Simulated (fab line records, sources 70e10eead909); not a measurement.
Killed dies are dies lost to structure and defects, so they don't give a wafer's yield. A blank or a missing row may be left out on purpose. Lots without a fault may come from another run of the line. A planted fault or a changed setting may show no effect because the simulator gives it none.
Chamber matching | flow nand_harc | NHARC_A_SGD_CUT_CMP_21 on cmp-01: 4 sister chambers
The step polishes, target thk 148.19 nm. 22 wafers are shown with their chamber, then 11 later ones without.

WAFERS WITH THEIR CHAMBER
wafer  | chamber | motor_current_A (A) | time_to_endpoint_s (s) | retaining_ring_pressure_frac
L074.2 | 2       | 10.6                | 54                     | 0.999
L074.3 | 1       | 11.5                | 50                     | 0.994
L074.5 | 0       | 13.3                | 51                     | 1.003
L079.4 | 2       | 10.4                | 52                     | 1.003
L079.5 | 2       | 9.9                 | 54                     | 1.008
L079.6 | 1       | 11.1                | 51                     | 0.998
L080.2 | 0       | 12.7                | 51                     | 1.003
L080.4 | 1       | 11.6                | 52                     | 1.002
L080.5 | 2       | 10.8                | 56                     | 1.001
L083.1 | 0       | 12.9                | 52                     | 1.002
L083.3 | 1       | 11.8                | 50                     | 1.008
L083.5 | 2       | 10.1                | 57                     | 1.000
L087.1 | 1       | 11.3                | 53                     | 1.000
L087.3 | 3       | 11.1                | 49                     | 0.997
L087.5 | 1       | 11.3                | 53                     | 0.999
L088.1 | 3       | 10.9                | 49                     | 0.991
L088.4 | 1       | 11.2                | 54                     | 1.004
L088.5 | 0       | 12.5                | 53                     | 0.997
L091.1 | 0       | 11.9                | 56                     | 1.000
L091.3 | 2       | 10.4                | 55                     | 1.010
L091.6 | 3       | 11.0                | 46                     | 1.000
L093.3 | 0       | 12.6                | 52                     | 0.995

SIGNATURES (means of the wafers above)
reading                      | chamber 0 | chamber 1 | chamber 2 | chamber 3 | scatter within a chamber
motor_current_A              | 12.650    | 11.400    | 10.367    | 11.000    | 0.332
time_to_endpoint_s           | 52.50     | 51.86     | 54.67     | 48.00     | 1.73
retaining_ring_pressure_frac | 1.00000   | 1.00071   | 1.00350   | 0.99600   | 0.00422
Rule: a wafer's distance from a chamber is the root of the sum, over the readings, of the square of ((its reading less the chamber's mean) divided by the reading's scatter). The wafer belongs to the nearest chamber; if the next one is less than 2 further off, it can't be placed. The scatter: the root of (the sum of the squares of (reading less its chamber's mean) over the shown wafers, divided by (wafers less chambers)).

WAFERS WITHOUT THEIR CHAMBER
wafer  | motor_current_A (A) | time_to_endpoint_s (s) | retaining_ring_pressure_frac
L093.4 | 10.4                | 54                     | 1.001
L093.6 | 11.6                | 49                     | 1.003
L096.1 | 11.2                | 50                     | 1.005
L096.2 | 12.2                | 55                     | 0.997
L096.5 | 11.5                | 48                     | 1.004
L097.3 | 13.1                | 55                     | 0.997
L097.4 | 10.5                | 55                     | 1.004
L097.6 | 11.2                | 51                     | 0.990
L097.1 | 11.7                | 50                     | 0.994
L097.2 | 10.6                | 45                     | 0.997
L097.5 | 12.7                | 53                     | 1.000

WHICH CHAMBER EACH WENT THROUGH
wafer  | from the rows above          | in truth
L093.4 | 2                            | 2
L093.6 | can't be placed: 1 or 3 or 0 | 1
L096.1 | can't be placed: 1 or 3      | 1
L096.2 | can't be placed: 0 or 1      | 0
L096.5 | can't be placed: 1 or 3      | 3
L097.3 | 0                            | 0
L097.4 | 2                            | 2
L097.6 | can't be placed: 3 or 1      | 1
L097.1 | can't be placed: 1 or 3 or 0 | 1
L097.2 | 3                            | 3
L097.5 | 0                            | 0
Placed correctly: 5 of 11. Can't be placed from these rows: 6 (the true chamber is among the candidates in 6). Placed wrongly: 0.
